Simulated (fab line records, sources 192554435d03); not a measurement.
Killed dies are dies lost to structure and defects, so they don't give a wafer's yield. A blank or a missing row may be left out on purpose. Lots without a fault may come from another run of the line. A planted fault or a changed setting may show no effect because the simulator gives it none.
fab line records | flow n5_finfet
record lots=10 wafers=27 last_day=16
route steps=1938 shown BEOL_M12@1635 BEOL_M13@1659 PASSIVATION@1936
lots that met no fault: from a run of the same line without faults
start_h: hours from the record's first day to the start of the lot's first wafer shown | wait_h: hours since the lot's step before | " the same as in the row above | L1.1+2: a row that stands for several wafers | - no value, or no start given | * or withheld: withheld | < > ~ a bound
route shown NAME@n: a module of which the file shows steps, and the number in the route of the first | usual: mean/standard deviation of fault-free wafers | same: alike in all rows | chamber/n: place in a boat | sites: the reading at each site | _std_site: their standard deviation | _edge_site: outer sites' mean less inner sites' | radius_mm: how far each site lies from the wafer's centre | mask NAME#n: copy n | behind: the tool/chamber that last shaped the wafer | hold: why the lot was held/for how many hours/how that ended | device: the transistor (n, p or np) that didn't switch | end of line: the same wafers' tests at the end of the route | a step without rows: its recipe alone | killed: dies lost to structure and defects at the first sort, not the wafer's yield | map: a wafer's dies, x killed, . not, _ none there
set.NAME: the setting as run; set.NAME@STEP: as run at that earlier step | model.NAME: the simulator's own value behind a step, which no gauge read
steps of the route over a sample of lots; a table a step, a row a wafer
services: from which hour (start_h, from the record's first day; less than 0 if before it) a tool's chamber was out of use, for how many hours, and why
## steps
# step N5_BEOL_M12_DESCUM_33
# recipe chemistry=O2 time_s=7.9 source_power_w=50 bias_power_w=20 pressure_mtorr=20 rf_frequency_hz=2.712e+07 temp_c=40 o2_flow_sccm=225
# usual drypump_motor_current_A=5.61/0.29 oes_product_au=0.80/0.072 rf_vpp_V=242.8/1.3 showerhead_plenum_p_Torr=2.07/0.067 throttle_valve_pct=20.39/0.24
# columns lot.wafer tool chamber start_h wait_h drypump_motor_current_A oes_product_au rf_hours_counter_h rf_vpp_V showerhead_plenum_p_Torr throttle_valve_pct
L986.3 rie_diel-02 3 221.15 0.6 5.73 0.90 26 241.5 2.05 20.39
L986.4 " 1 " " 5.19 0.73 146 242.1 2.00 20.93
L986.5 " 3 " " 5.73 0.91 - 242.0 2.05 20.39
L988.2 rie_diel-02 1 241.82 0.1 5.22 0.73 152 241.8 2.00 20.93
L988.3 " 0 " " 5.66 0.69 235 242.5 1.95 20.50
L988.6 " 1 " " 5.20 0.74 - 241.0 2.00 20.96
L989.1 rie_diel-03 1 243.96 0.0 5.25 0.77 141 242.6 2.04 20.53
L989.3 " 0 " " 5.12 0.96 2 243.3 2.15 19.97
L989.6 " 0 " " 5.07 0.96 - 244.8 2.15 19.97
L994.3 rie_diel-02 3 282.77 0.1 5.73 0.86 49 242.4 2.04 20.42
L994.6 " 1 " " 5.24 0.72 - 242.7 2.00 20.94
L100.1 rie_diel-03 3 315.89 0.0 5.91 0.71 215 243.5 2.03 20.16
L100.5 " 2 " " 5.71 0.85 - 242.8 2.10 20.23
L102.3 rie_diel-06 1 329.21 0.0 5.42 0.81 90 243.0 2.11 20.41
L102.5 " 0 " " 6.04 0.79 - 243.1 2.02 20.24
L103.1 rie_diel-06 0 333.94 0.4 6.08 0.79 93 243.6 2.02 20.26
L103.3 " 1 " " 5.40 0.82 92 242.1 2.11 20.42
L103.5 " 2 " " 5.51 0.80 - 242.9 2.09 20.37
L104.2 rie_diel-06 3 338.06 0.0 5.91 0.90 10 246.6 2.23 20.26
L104.4 " 1 " " 5.42 0.81 93 241.8 2.11 20.42
L104.5 " 0 " " 6.02 0.79 - 241.0 2.02 20.24
L106.2 rie_diel-03 3 345.93 0.0 5.89 0.70 225 242.8 2.03 20.18
L106.4 " 1 " " 5.24 0.74 176 241.0 2.02 20.59
L106.6 " 0 " " 5.09 0.86 - 244.9 2.14 20.01
L105.3 rie_diel-02 1 347.41 0.0 5.20 0.71 192 240.9 1.99 20.99
L105.5 " 2 " " 5.68 0.88 - 243.0 2.03 20.20
L105.6 " 1 " " 5.22 0.70 - 240.3 1.99 20.99
# step N5_BEOL_M12_STRIP_37
# recipe chemistry=N2/H2 power_w=1000 temp_c=250 h2_frac=0.65 overash_fraction=0.3 pressure_mtorr=withheld n2_flow_sccm=1750 h2_flow_sccm=3250
# usual drypump_motor_current_A=5.4/0.64 heater_power_w=308/8.2 oes_product_au=0.791/0.01
# columns lot.wafer tool chamber start_h wait_h drypump_motor_current_A heater_power_w oes_product_au rf_hours_counter_h
L986.3 plasma_asher-01 0 221.73 0.1 5.9 308 0.784 -
L986.4 " 1 " " 4.7 319 0.805 -
L986.5 " 1 " " 4.7 313 0.793 -
L988.2 plasma_asher-01 0 242.38 0.0 5.9 317 0.800 73
L988.3 " 0 " " 5.9 309 0.801 -
L988.6 " 1 " " 4.7 316 0.783 -
L989.1 plasma_asher-02 1 244.52 0.0 6.1 315 0.780 117
L989.3 " 0 " " 4.8 299 0.790 -
L989.6 " 0 " " 4.8 291 0.808 -
L994.3 plasma_asher-01 0 283.45 0.2 5.9 310 0.781 -
L994.6 " 0 " " 5.9 307 0.784 -
L100.1 plasma_asher-02 1 316.44 0.0 6.2 318 0.810 130
L100.5 " 1 " " 6.2 314 0.792 -
L102.3 plasma_asher-02 1 329.78 0.1 6.2 311 0.783 -
L102.5 " 1 " " 6.2 315 0.805 -
L103.1 plasma_asher-01 1 334.62 0.2 4.7 315 0.791 95
L103.3 " 0 " " 5.9 313 0.791 -
L103.5 " 0 " " 5.9 309 0.785 -
L104.2 plasma_asher-02 1 338.62 0.0 6.2 315 0.772 133
L104.4 " 0 " " 4.8 292 0.797 -
L104.5 " 1 " " 6.2 314 0.786 -
L106.2 plasma_asher-02 1 346.49 0.0 6.2 322 0.793 135
L106.4 " 1 " " 6.2 309 0.804 -
L106.6 " 0 " " 4.9 301 0.777 -
L105.3 plasma_asher-01 1 347.99 0.1 4.7 313 0.796 -
L105.5 " 1 " " 4.7 322 0.783 -
L105.6 " 0 " " 5.9 312 0.781 -
# step N5_BEOL_M13_ILD_DEP_00
# recipe material=SiOC target_thk_a=8379.2 temp_c=350 precursor=DEMS/O2 pressure_torr=5 rf_w=500 time_s=166.4
# usual heater_power_w=485/76 run_length_s=211.1/0.44 showerhead_plenum_p_Torr=5.701/0.017 throttle_valve_pct=12.2/0.62
# columns lot.wafer tool chamber start_h wait_h heater_power_w run_length_s showerhead_plenum_p_Torr throttle_valve_pct
L986.3 pecvd-02 0 223.33 0.0 449 211.2 5.692 12.1
L986.4 " 0 " " 494 211.4 5.704 12.4
L986.5 " 2 " " 393 210.7 5.680 10.9
L988.2 pecvd-02 0 245.88 0.0 539 211.3 5.671 12.2
L988.3 " 1 " " 608 211.6 5.672 13.0
L988.6 " 2 " " 427 210.6 5.664 11.3
L989.1 pecvd-04 1 248.12 0.0 424 212.0 5.698 12.2
L989.3 " 2 " " 521 210.1 5.697 11.4
L989.6 " 1 " " 453 211.6 5.697 12.8
L994.3 pecvd-02 1 286.03 0.1 588 211.2 5.685 12.6
L994.6 " 1 " " 601 158.1 5.680 12.6
L100.1 pecvd-02 2 319.85 0.0 347 158.2 5.660 11.2
L100.5 " 0 " " 499 211.0 5.702 12.3
L102.3 pecvd-01 0 332.14 0.0 564 210.9 5.711 13.2
L102.5 " 0 " " 597 210.6 5.738 12.7
L103.1 pecvd-01 2 342.65 0.0 440 210.9 5.709 12.4
L103.3 " 0 " " 477 210.7 5.719 13.2
L103.5 " 1 " " 508 211.2 5.712 11.9
L104.2 pecvd-01 2 343.16 0.0 412 211.2 5.707 12.5
L104.4 " 2 " " 425 211.7 5.711 12.5
L104.5 " 1 " " 502 211.3 5.728 12.2
L106.2 pecvd-04 0 350.58 0.0 586 211.2 5.697 11.7
L106.4 " 2 " " 437 210.1 5.695 11.4
L106.6 " 1 " " 410 211.4 5.708 12.6
L105.3 pecvd-04 2 350.85 0.0 476 210.5 5.700 11.4
L105.5 " 2 " " 511 210.2 5.716 11.3
L105.6 " 0 " " 628 210.9 5.702 11.9
# step N5_BEOL_M13_THK_MEAS_01
# recipe reads=SiOC_of_BEOL_M13_ILD_DEP_00
# usual M13_ILD_THK=841/12
# columns lot.wafer tool chamber start_h wait_h M13_ILD_THK[nm]
L986.3 film_metro-01 - 223.48 0.1 826
L986.4 " - " " 844
L986.5 " - " " 852
L988.2 film_metro-02 - 246.03 0.1 836
L988.3 " - " " 840
L988.6 " - " " 854
L989.1 film_metro-02 - 248.27 0.1 825
L989.3 " - " " 834
L989.6 " - " " 869
L994.3 film_metro-01 - 286.18 0.1 842
L994.6 " - " " 571
L100.1 film_metro-02 - 320.00 0.1 582
L100.5 " - " " 834
L102.3 film_metro-02 - 332.29 0.1 842
L102.5 " - " " 860
L103.1 film_metro-02 - 342.80 0.1 829
L103.3 " - " " 829
L103.5 " - " " 852
L104.2 film_metro-02 - 343.32 0.1 830
L104.4 " - " " 841
L104.5 " - " " 854
L106.2 film_metro-02 - 350.74 0.1 832
L106.4 " - " " 839
L106.6 " - " " 850
L105.3 film_metro-01 - 351.01 0.1 841
L105.5 " - " " 854
L105.6 " - " " 856
# step N5_BEOL_M13_INSPECT_12
# recipe mode=adi inspect_instrument=macro
# usual raw_defect_count=2.0/1.4
# columns lot.wafer tool chamber start_h wait_h raw_defect_count
L986.3 defect_inspect-01 - 223.84 0.0 0
L986.4 " - " " 1
L986.5 " - " " 1
L988.2 defect_inspect-01 - 246.39 0.0 2
L988.3 " - " " 4
L988.6 " - " " 1
L989.1 defect_inspect-02 - 248.63 0.0 1
L989.3 " - " " 5
L989.6 " - " " 6
L994.3 defect_inspect-02 - 286.54 0.0 3
L994.6 " - " " 4
L100.1 defect_inspect-02 - 320.36 0.0 4
L100.5 " - " " 2
L102.3 defect_inspect-02 - 332.65 0.0 2
L102.5 " - " " 2
L103.1 defect_inspect-01 - 343.28 0.0 3
L103.3 " - " " 1
L103.5 " - " " 3
L104.2 defect_inspect-02 - 343.67 0.0 1
L104.4 " - " " 1
L104.5 " - " " 1
L106.2 defect_inspect-02 - 351.22 0.0 3
L106.4 " - " " 2
L106.6 " - " " 2
L105.3 defect_inspect-01 - 351.36 0.0 1
L105.5 " - " " 2
L105.6 " - " " 5
# step N5_BEOL_M13_STRIP_63
# recipe chemistry=N2/H2 power_w=1000 temp_c=250 h2_frac=0.65 overash_fraction=0.3 pressure_mtorr=1000 n2_flow_sccm=1750 h2_flow_sccm=3250
# usual drypump_motor_current_A=5.4/0.65 heater_power_w=308/8.5 oes_product_au=0.674/0.0049 strip_time_to_endpoint_s=27.8/1.1
# columns lot.wafer tool chamber start_h wait_h drypump_motor_current_A heater_power_w oes_product_au rf_hours_counter_h strip_time_to_endpoint_s
L986.3 plasma_asher-01 0 224.21 - 5.9 312 0.670 - 28.5
L986.4 " 1 " " 4.7 312 0.674 - 28.9
L986.5 " 0 " " 5.9 312 0.666 - 27.2
L988.2 plasma_asher-01 1 246.81 - 4.7 313 0.668 74 28.0
L988.3 " 0 " " 5.9 306 0.673 - 27.1
L988.6 " 0 " " 5.9 306 0.674 - 26.2
L989.1 plasma_asher-01 1 248.99 - 4.8 322 0.679 75 30.2
L989.3 " 0 " " 5.9 312 0.669 - 28.2
L989.6 " 0 " " 5.9 310 0.675 - 26.6
L994.3 plasma_asher-01 1 287.08 - 4.7 320 0.672 - 27.4
L994.6 " 0 " " 5.9 319 0.704 - 49.6
L100.1 plasma_asher-02 1 320.72 - 6.2 315 0.697 130 49.1
L100.5 " 1 " " 6.2 306 0.673 - 27.2
L102.3 plasma_asher-02 0 333.03 - 4.8 296 0.672 - 29.4
L102.5 " 0 " " 4.8 292 0.682 - 27.6
L103.1 plasma_asher-02 0 343.64 - 4.8 287 0.668 134 27.5
L103.3 " 1 " " 6.1 309 0.677 - 29.1
L103.5 " 0 " " 4.8 292 0.670 - 25.8
L104.2 plasma_asher-02 0 344.03 - 4.8 302 0.676 134 27.4
L104.4 " 1 " " 6.2 307 0.683 - 28.5
L104.5 " 1 " " 6.1 306 0.678 - 27.1
L106.2 plasma_asher-02 0 351.57 - 4.8 301 0.666 136 29.2
L106.4 " 0 " " 4.8 302 0.672 - 27.4
L106.6 " 1 " " 6.2 307 0.670 - 26.0
L105.3 plasma_asher-01 1 352.01 - 4.8 314 0.671 - 27.4
L105.5 " 1 " " 4.7 318 0.672 - 27.0
L105.6 " 0 " " 5.9 316 0.672 - 26.2
# step N5_PASSIVATION_PROBE_49
# usual defect_limited_yield=91.4/1.4 killed_at_M0_to_M3=34/8.9 killed_at_M4_up=13/4.6 killed_at_contacts=12/5.5 killed_at_front_end=41/11 killed_at_other=3.1/2.9 killed_dies=102/16 killed_open=66/11 killed_short=34/7.6 sort_bin_5_function=5.1/0.89 sort_bin_6_memory=3.2/0.61 sort_bin_8_speed=0.02/0.12 sort_n_pass=1078/16 sort_yield_pct=91.3/1.4
# same gross_dies=1180 killed_at_back_side=0 sort_bin_4_leakage[%]=0
# columns lot.wafer tool chamber start_h wait_h defect_limited_yield[%] killed_at_M0_to_M3 killed_at_M4_up killed_at_contacts killed_at_front_end killed_at_other killed_dies killed_open killed_short sort_bin_5_function[%] sort_bin_6_memory[%] sort_bin_8_speed[%] sort_n_pass sort_yield_pct[%]
L100.1 prober-01 - 354.29 0.0 90.8 27 9 15 48 9 108 70 37 4.6 4.2 0 1072 90.8
L100.5 prober-01 - 354.49 0.2 93.0 26 11 8 37 1 83 53 26 3.4 3.1 0 1097 93.0
# killed by level:class
L100.1 FIN_SAQP:geometric_particle:short=13 FIN_SAQP:geometric_particle:open=12 MOL_CONTACT_COAG:geometric_particle:open=11 STI_FIN_REVEAL:geometric_particle:open=9 BEOL_M0_SAQP:geometric_particle:open=6 BEOL_M3:geometric_particle:open=5 GATE_CUT:geometric_particle:short=4 MOL_CONTACT_COAG:geometric_particle:short=4
L100.5 STI_FIN_REVEAL:geometric_particle:open=9 MOL_CONTACT_COAG:geometric_particle:open=8 BEOL_M1:geometric_particle:open=8 FIN_SAQP:geometric_particle:open=6 BEOL_M0_SAQP:geometric_particle:open=5 BEOL_M0_SAQP:geometric_particle:short=5 BEOL_M3:geometric_particle:open=5 FIN_SAQP:geometric_particle:short=4
## services
# columns tool chamber start_h hours kind
rie_diel-02 - 198.01 0.6 repair
rie_diel-02 1 204.08 6.8 repair
rie_diel-02 - 223.96 2.3 repair
rie_diel-03 2 228.06 8.4 repair
rie_diel-06 2 235.93 8.0 repair
rie_diel-02 0 246.25 4.4 repair
rie_diel-06 3 253.06 2.6 repair
pecvd-02 1 261.67 13.0 repair
plasma_asher-02 - 267.50 2.8 pm
pecvd-01 - 271.15 6.0 pm
rie_diel-02 2 277.61 - clean
rie_diel-02 2 277.61 - consumable_replace:focus_ring
rie_diel-02 2 277.61 20.2 scheduled_down
rie_diel-02 2 277.61 20.2 vent_cycle
plasma_asher-02 - 283.12 9.5 repair
rie_diel-02 0 300.60 - clean
rie_diel-02 0 300.60 - consumable_replace:focus_ring
pecvd-04 - 307.90 2.5 repair
rie_diel-03 - 308.90 0.2 repair
rie_diel-06 3 322.17 1.7 repair
plasma_asher-01 - 337.33 0.8 repair
rie_diel-03 2 339.80 2.8 repair
plasma_asher-01 - 343.98 1.4 repair
pecvd-02 - 348.21 5.5 pm
## key
first_sign step=N5_BEOL_M13_ILD_DEP_00 reading=run_length_s direction=down sigmas=99+ usual=* struck=*
effect step=N5_BEOL_M13_THK_MEAS_01 reading=M13_ILD_THK direction=down sigmas=23 usual=841 struck=577
effect step=N5_BEOL_M13_STRIP_63 reading=strip_time_to_endpoint_s direction=up sigmas=20 usual=* struck=*
met_at N5_BEOL_M13_ILD_DEP_00
struck_lots L994,L100
struck_wafers L994.6,L100.1
not_acting_at N5_BEOL_M12_DESCUM_33,N5_BEOL_M12_STRIP_37,N5_BEOL_M13_INSPECT_12
onset_between 245.88 286.03
fault kind=process_parameter_drift tool=pecvd-02 chamber=- onset_h=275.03 steps=N5_BEOL_M13_ILD_DEP_00 channel=time_s offset=* shape=step end_h=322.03 scope=struck_wafers_only acts_in=* stated=*
